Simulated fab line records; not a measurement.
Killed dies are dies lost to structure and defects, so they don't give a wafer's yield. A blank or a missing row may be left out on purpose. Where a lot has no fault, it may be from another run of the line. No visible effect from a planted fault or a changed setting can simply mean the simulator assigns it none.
Which tool did it? + flow n5 finfet + 10 lots with 26 wafers sampled at 7 steps, on a route of 1938 steps

WHAT EACH GAUGE READ, for each wafer
N5_BEOL_M14_THK_MEAS_01.
| lot  | measured     | on            | M14_ILD_THK (nm) |
|------|--------------|---------------|------------------|
| L489 | day 12 05:40 | film metro-02 | 1124 1091 1137   |
| L493 | day 13 08:08 | film metro-02 | 1122 1101        |
| L492 | day 13 08:25 | film metro-02 | 1116 1144        |
| L494 | day 13 18:07 | film metro-01 | 1128 1139 1140   |
| L498 | day 14 22:08 | film metro-02 | 1108 1123 1133   |
| L503 | day 16 03:28 | film metro-01 | 1110 1124        |
| L504 | day 16 13:31 | film metro-02 | 1123 1115        |
| L508 | day 16 17:05 | film metro-01 | 1102 1108 1118   |
| L510 | day 17 17:43 | film metro-02 | 1104 1129 1112   |
| L512 | day 19 05:35 | film metro-02 | 1138 1119 1140   |

N5_BEOL_M14_OCD_MEAS_35.
| lot  | measured     | on     | trench depth nm (nm) |
|------|--------------|--------|----------------------|
| L489 | day 12 07:38 | ocd-02 | 565 574 563          |
| L493 | day 13 09:59 | ocd-02 | 572 534              |
| L492 | day 13 10:25 | ocd-01 | 576 572              |
| L494 | day 13 19:58 | ocd-01 | 567 564 565          |
| L498 | day 15 00:37 | ocd-02 | 577 568 539          |
| L503 | day 16 05:26 | ocd-02 | 847 849              |
| L504 | day 16 15:29 | ocd-02 | 823 565              |
| L508 | day 16 19:04 | ocd-02 | 567 576 574          |
| L510 | day 17 19:54 | ocd-01 | 568 534 569          |
| L512 | day 19 08:12 | ocd-02 | 563 558 532          |

N5_BEOL_M14_THK_MEAS_50: measures by xrf.
| lot  | measured     | on            | M14_THK (nm) |
|------|--------------|---------------|--------------|
| L489 | day 12 12:48 | film metro-02 | 595 601 594  |
| L493 | day 13 11:44 | film metro-02 | 595 551      |
| L492 | day 13 12:04 | film metro-01 | 604 595      |
| L494 | day 14 03:44 | film metro-02 | 589 588 590  |
| L498 | day 15 04:24 | film metro-02 | 606 595 563  |
| L503 | day 16 06:57 | film metro-01 | 896 896      |
| L504 | day 16 21:28 | film metro-02 | 872 592      |
| L508 | day 17 07:49 | film metro-01 | 592 600 595  |
| L510 | day 18 04:52 | film metro-01 | 599 562 597  |
| L512 | day 19 10:38 | film metro-02 | 588 583 556  |

N5_BEOL_M14_RS_MEAS_54: measures by four-point-probe.
| lot  | measured     | on            | M14_RS (ohm/sq)      |
|------|--------------|---------------|----------------------|
| L489 | day 12 12:56 | film metro-02 | 0.0325 0.0321 0.0327 |
| L493 | day 13 11:52 | film metro-02 | 0.0321 0.0346        |
| L492 | day 13 12:14 | film metro-02 | 0.0319 0.0322        |
| L494 | day 14 03:51 | film metro-02 | 0.0326 0.0328 0.0327 |
| L498 | day 15 04:32 | film metro-02 | 0.0318 0.0325 0.0343 |
| L503 | day 16 07:06 | film metro-01 | 0.0217 0.0216        |
| L504 | day 16 21:35 | film metro-01 | 0.0224 0.0328        |
| L508 | day 17 07:58 | film metro-01 | 0.0326 0.0321 0.0322 |
| L510 | day 18 04:59 | film metro-02 | 0.0325 0.0347 0.0323 |
| L512 | day 19 10:46 | film metro-01 | 0.0328 0.0331 0.0348 |

WHAT TOOL EACH LOT RAN ON (gives the tool, then ch and the chambers of the sampled wafers, and finally the start)
| lot  | N5_BEOL_M14_DESCUM_33              | N5_BEOL_M14_TRENCH_ETCH_34         | N5_BEOL_M14_SPUTTER_45       |
|------|------------------------------------|------------------------------------|------------------------------|
| L489 | rie diel-01 ch 0,3, day 12 07:02   | rie diel-01 ch 0,3, day 12 07:29   | pvd sputter-03, day 12 11:53 |
| L493 | rie diel-03 ch 1,3, day 13 09:23   | rie diel-03 ch 1,3, day 13 09:50   | pvd sputter-03, day 13 10:50 |
| L492 | rie diel-01 ch 1,2, day 13 09:48   | rie diel-01 ch 1,2, day 13 10:15   | pvd sputter-03, day 13 11:10 |
| L494 | rie diel-04 ch 1,3, day 13 19:21   | rie diel-04 ch 1,3, day 13 19:49   | pvd sputter-03, day 14 02:50 |
| L498 | rie diel-03 ch 1,2,3, day 15 00:01 | rie diel-03 ch 1,2,3, day 15 00:28 | pvd sputter-03, day 15 03:30 |
| L503 | rie diel-01 ch 1,3, day 16 04:49   | rie diel-01 ch 1,3, day 16 05:16   | pvd sputter-01, day 16 06:02 |
| L504 | rie diel-01 ch 0,1, day 16 14:52   | rie diel-01 ch 0,1, day 16 15:19   | pvd sputter-02, day 16 20:34 |
| L508 | rie diel-04 ch 0,1, day 16 18:28   | rie diel-04 ch 0,1, day 16 18:55   | pvd sputter-02, day 17 06:56 |
| L510 | rie diel-04 ch 1,2,3, day 17 19:17 | rie diel-04 ch 1,2,3, day 17 19:44 | pvd sputter-03, day 18 03:53 |
| L512 | rie diel-04 ch 0,2,3, day 19 07:35 | rie diel-04 ch 0,2,3, day 19 08:02 | pvd sputter-03, day 19 09:44 |
- N5_BEOL_M14_DESCUM_33: chemistry O2, time 7.9 s.
- N5_BEOL_M14_TRENCH_ETCH_34: etches SiO2 in C4F8/O2/Ar, target depth 556.65 nm, time 126.9 s.
- N5_BEOL_M14_SPUTTER_45: material Cu, target thk 100 nm, time 16.67 s.

WHAT THE TOOLS THEMSELVES READ (means of the sampled wafers that have a number; where no wafer has one, the mark that the record gives instead)
N5_BEOL_M14_DESCUM_33.
| lot  | tool        | drypump motor current A (A) | oes product au (a.u.) | rf vpp V (V) | showerhead plenum p Torr (Torr) | throttle valve pct (%) |
|------|-------------|-----------------------------|-----------------------|--------------|---------------------------------|------------------------|
| L489 | rie diel-01 | 5.3                         | 0.85                  | 242.9        | 2.07                            | 20.31                  |
| L493 | rie diel-03 | 5.4                         | 0.79                  | 245.0        | 2.21                            | 20.27                  |
| L492 | rie diel-01 | 5.6                         | 0.90                  | 243.4        | 2.17                            | 20.30                  |
| L494 | rie diel-04 | 6.1                         | 0.85                  | 244.2        | 2.15                            | 20.52                  |
| L498 | rie diel-03 | 5.5                         | 0.76                  | 243.8        | 2.13                            | 20.39                  |
| L503 | rie diel-01 | 5.1                         | 0.82                  | 243.8        | 2.12                            | 20.31                  |
| L504 | rie diel-01 | 5.4                         | 0.81                  | 242.8        | 2.08                            | 20.36                  |
| L508 | rie diel-04 | 6.0                         | 0.81                  | 242.2        | 2.03                            | 20.69                  |
| L510 | rie diel-04 | 5.9                         | 0.79                  | 243.0        | 2.10                            | 20.49                  |
| L512 | rie diel-04 | 5.5                         | 0.78                  | 243.1        | 2.11                            | 20.46                  |

N5_BEOL_M14_TRENCH_ETCH_34.
| lot  | tool        | drypump motor current A (A) | he outer torr (Torr) | mfc ar sccm (sccm) | oes product au (a.u.) | rf vpp V (V) | showerhead plenum p Torr (Torr) | throttle valve pct (%) |
|------|-------------|-----------------------------|----------------------|--------------------|-----------------------|--------------|---------------------------------|------------------------|
| L489 | rie diel-01 | 5.3                         | 29.95                | 400.1              | 0.85                  | 2229         | 3.41                            | 30.91                  |
| L493 | rie diel-03 | 5.4                         | 30.07                | 398.8              | 0.79                  | 2201         | 3.60                            | 30.67                  |
| L492 | rie diel-01 | 5.6                         | 30.00                | 401.2              | 0.90                  | 2204         | 3.57                            | 30.93                  |
| L494 | rie diel-04 | 6.1                         | 30.07                | 400.8              | 0.85                  | 2203         | 3.52                            | 31.11                  |
| L498 | rie diel-03 | 5.5                         | 30.00                | 399.6              | 0.77                  | 2196         | 3.50                            | 30.83                  |
| L503 | rie diel-01 | 5.1                         | 30.07                | 400.3              | 1.08                  | 2208         | 3.47                            | 31.12                  |
| L504 | rie diel-01 | 5.4                         | 29.98                | 400.5              | 0.93                  | 2228         | 3.42                            | 31.11                  |
| L508 | rie diel-04 | 6.0                         | 29.94                | 399.6              | 0.81                  | 2232         | 3.35                            | 31.34                  |
| L510 | rie diel-04 | 5.9                         | 30.02                | 400.1              | 0.79                  | 2212         | 3.45                            | 31.04                  |
| L512 | rie diel-04 | 5.5                         | 29.99                | 399.7              | 0.78                  | 2202         | 3.46                            | 30.93                  |

N5_BEOL_M14_SPUTTER_45.
| lot  | tool           | chamber pressure pa (Pa) | chuck gas flow sccm (sccm) | substrate temp c (C) | throttle valve pct (%) |
|------|----------------|--------------------------|----------------------------|----------------------|------------------------|
| L489 | pvd sputter-03 | 0.12975                  | 1.26                       | -19.85               | 29.8                   |
| L493 | pvd sputter-03 | 0.13018                  | 1.25                       | -19.98               | 30.5                   |
| L492 | pvd sputter-03 | 0.12993                  | 1.34                       | -20.06               | 30.6                   |
| L494 | pvd sputter-03 | 0.12976                  | 1.31                       | -19.87               | 29.8                   |
| L498 | pvd sputter-03 | 0.12970                  | 1.25                       | -19.99               | 30.1                   |
| L503 | pvd sputter-01 | 0.12990                  | 1.23                       | -19.91               | 30.2                   |
| L504 | pvd sputter-02 | 0.13001                  | 1.29                       | -19.93               | 30.9                   |
| L508 | pvd sputter-02 | 0.12998                  | 1.22                       | -20.07               | 30.4                   |
| L510 | pvd sputter-03 | 0.13007                  | 1.31                       | -20.00               | 29.7                   |
| L512 | pvd sputter-03 | 0.13030                  | 1.24                       | -20.01               | 29.5                   |

THE ANSWER, worked out from the rows above alone
Rule: the lots themselves supply what counts as usual. Put in order of their means at a reading, lots are off if they are a third of the lots or fewer, leave a main group of 4 or more, and stand apart from it by a gap of 3 or more times the standard deviation of the main group's means; of several such gaps the widest counts. The tables above print the reading to a certain number of digits; a main group whose means all agree to those digits is not used. Also off: a lot with no number at a reading for which 4 or more lots have one. Where the step has rows for the other lots, those lots are counted as sound. After the gauges, taken in route order, come the tools' own readings; for these a lot's mean is taken, as printed above. The first step at which some lot is off is used, and at that step the reading that is off furthest; a lot without a number counts as furthest.
Off: L503, L504, at N5_BEOL_M14_OCD_MEAS_35 (trench depth nm). Mean 563 nm and standard deviation 8 in the main group.
If a tool, at a process step before that reading, ran all the lots that are off and no sound lot after the first of them, it fits. The gauges at N5_BEOL_M14_OCD_MEAS_35 aren't tried: what is off there is off at N5_BEOL_M14_THK_MEAS_50 too, on other tools, and a gauge's error can't cause that. One fits: N5_BEOL_M14_DESCUM_33 and N5_BEOL_M14_TRENCH_ETCH_34 on rie diel-01. At N5_BEOL_M14_DESCUM_33 its last sound lot is L492 (day 13 09:48), its first lot that is off L503 (day 16 04:49): a fault that began between those two fits.

WHAT THE SIMULATOR HAD INSERTED
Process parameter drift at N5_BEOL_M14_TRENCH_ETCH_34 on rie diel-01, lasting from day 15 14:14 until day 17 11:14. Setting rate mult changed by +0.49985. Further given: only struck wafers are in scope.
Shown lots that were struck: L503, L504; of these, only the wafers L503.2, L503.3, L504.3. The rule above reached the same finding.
